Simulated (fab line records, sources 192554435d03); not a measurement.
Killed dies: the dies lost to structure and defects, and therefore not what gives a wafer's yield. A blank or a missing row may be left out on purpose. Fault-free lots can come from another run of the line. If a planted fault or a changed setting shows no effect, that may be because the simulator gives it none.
Matching of chambers + flow n5_finfet + rie_diel-06 running N5_MOL_CONTACT_COAG_CONTACT_ETCH_14: 4 sister chambers
The step etches SiO2 in C4F6/O2, target depth 27.5 nm, overetch 8.5 nm, time 20 s. 4 wafers are shown with their chamber, then 7 later ones without.

## WAFERS WITH THEIR CHAMBER
| wafer  | chamber | drypump_motor_current_A (A) |
|--------|---------|-----------------------------|
| L082.1 | 3       | 6.8                         |
| L082.4 | 1       | 5.2                         |
| L082.6 | 2       | 6.1                         |
| L088.5 | 0       | 6.0                         |

## WAFERS WITHOUT THEIR CHAMBER
| wafer  | drypump_motor_current_A (A) |
|--------|-----------------------------|
| L088.6 | 6.7                         |
| L089.1 | 6.8                         |
| L089.3 | 6.2                         |
| L089.4 | 5.9                         |
| L094.2 | 5.9                         |
| L094.3 | 6.8                         |
| L094.6 | 5.2                         |

## CHAMBER TAKEN BY EACH
| wafer  | from the rows above     | in truth |
|--------|-------------------------|----------|
| L088.6 | 3                       | 3        |
| L089.1 | 3                       | 3        |
| L089.3 | can't be placed: 2 or 0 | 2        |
| L089.4 | can't be placed: 0 or 2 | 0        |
| L094.2 | can't be placed: 0 or 2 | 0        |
| L094.3 | 3                       | 3        |
| L094.6 | 1                       | 1        |
4 of 7 placed correctly. These rows do not allow placing 3 (true chamber among the candidates in 3). Wrongly placed: 0.
How it was worked out, from the rows above alone: a wafer's distance from a chamber is the root of the sum, over the readings, of the square of ((its reading less the chamber's mean) divided by the reading's scatter). If the next closest chamber is less than 2 further off than the closest, the wafer can't be placed; otherwise it belongs to the closest. A chamber's mean is the mean of its shown wafers. The scatter: with one shown wafer a chamber, the root of the mean of the squares of how far each hidden wafer lies from its nearest shown one.
